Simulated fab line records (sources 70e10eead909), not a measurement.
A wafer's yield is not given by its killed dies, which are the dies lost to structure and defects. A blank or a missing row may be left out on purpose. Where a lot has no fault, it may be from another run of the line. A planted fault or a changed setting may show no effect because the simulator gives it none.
A single fault, viewed from 3 desks :: flow nand_harc :: every desk sees just its own numbers, and what lay behind them comes last

== THE TOOL OWNER'S DESK: rie_metal-03 ==
The tool's own readings at NHARC_THIN_TSV_ETCH_36 (etches the open film in Cl2/BCl3, target depth 65 nm, time 18.571 s): means of the sampled wafers that have a number, for each lot that ran on this tool. Any lot whose mean is over 4 standard deviations away from the usual mean is out of limits and marked OUT; that distance is given in the brackets.
Columns: A = drypump_motor_current_A at NHARC_THIN_TSV_ETCH_36, usual 5.5 A; B = oes_product_au at NHARC_THIN_TSV_ETCH_36, usual 0.998 a.u.; C = run_length_s at NHARC_THIN_TSV_ETCH_36, usual 40.0 s
lot: L428
first seen here: day 24 18:10
A: 5.7
B: 0.999
C: 40.1

lot: L429
first seen here: day 25 14:31
A: 5.6
B: 0.987
C: 39.5

lot: L439
first seen here: day 30 09:55
A: 5.8
B: 0.996
C: 38.1 (-4.9) OUT

lot: L444
first seen here: day 31 20:38
A: 5.6
B: 1.002
C: 37.1 (-7.5) OUT
This desk finds L439, L444 out of limits, L439 being first, at day 30 09:55 (run_length_s at NHARC_THIN_TSV_ETCH_36). Within limits: L428, L429.

== AT THE METROLOGY DESK ==
What the gauges read for every lot (on any tool): the sampled wafers with a number, averaged. Any lot whose mean is over 4 standard deviations away from the usual mean is out of limits and marked OUT; that distance is given in the brackets.
Columns: A = overlay_x_nm at NHARC_A_BONDPAD_OVL_MEAS_35, usual 2 nm; B = overlay_y_nm at NHARC_A_BONDPAD_OVL_MEAS_35, usual 1 nm
lot: L428
first seen here: day 23 15:22
A: 6
B: 10

lot: L427
first seen here: day 23 18:53
A: 8
B: -6

lot: L426
first seen here: day 23 23:00
A: -6
B: 4

lot: L429
first seen here: day 24 14:46
A: 3
B: 5

lot: L430
first seen here: day 24 16:01
A: -10
B: 6

lot: L432
first seen here: day 25 11:41
A: -7
B: 8

lot: L431
first seen here: day 25 13:11
A: 4
B: -8

lot: L435
first seen here: day 27 04:34
A: -1
B: 7

lot: L439
first seen here: day 29 11:45
A: -2
B: -6

lot: L444
first seen here: day 30 22:19
A: -2
B: 8

lot: L445
first seen here: day 31 03:39
A: 5
B: -3

lot: L448
first seen here: day 32 19:34
A: 14
B: -11

lot: L447
first seen here: day 32 20:51
A: 6
B: 4
This desk's verdict: no lot among the 13 shows anything out of limits.

== THE DEFECT DESK ==
Inspection counts along the route, by lot: the mean over sampled wafers that carry a number. Any lot whose mean is over 4 standard deviations away from the usual mean is out of limits and marked OUT; that distance is given in the brackets.
Columns: A = raw_defect_count at NHARC_A_BONDPAD_INSPECT_23, usual 561
lot: L428
first seen here: day 23 18:05
A: 542

lot: L427
first seen here: day 23 21:34
A: 547

lot: L426
first seen here: day 24 01:41
A: 504

lot: L429
first seen here: day 24 17:29
A: 605

lot: L430
first seen here: day 24 18:50
A: 501

lot: L432
first seen here: day 25 14:27
A: 677

lot: L431
first seen here: day 25 15:55
A: 519

lot: L435
first seen here: day 27 07:17
A: 535

lot: L439
first seen here: day 29 14:27
A: 495

lot: L444
first seen here: day 31 01:02
A: 750

lot: L445
first seen here: day 31 06:22
A: 664

lot: L448
first seen here: day 32 22:14
A: 663

lot: L447
first seen here: day 32 23:33
A: 510
This desk's verdict: no lot among the 13 shows anything out of limits.

== BROUGHT TOGETHER ==
On L439, L444, at day 30 09:55, an alarm was possible from the tool owner's desk.
The metrology desk saw nothing out of limits.
No out-of-limits result turned up at the defect desk.
The metrology desk holds a record of L439, L444, inside its limits.
The defect desk has L439, L444 on record, within its limits.
All the named lots went through NHARC_THIN_TSV_ETCH_36 on rie_metal-03.

== WHAT HAD BEEN PUT IN BY THE SIMULATOR ==
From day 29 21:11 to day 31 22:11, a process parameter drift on rie_metal-03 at NHARC_THIN_TSV_ETCH_36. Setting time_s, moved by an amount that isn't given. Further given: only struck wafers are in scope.
Struck lots among those shown: L439, L444.
Delay in hours, fault start to first out-of-limits reading, by desk: the tool owner's desk at 13.
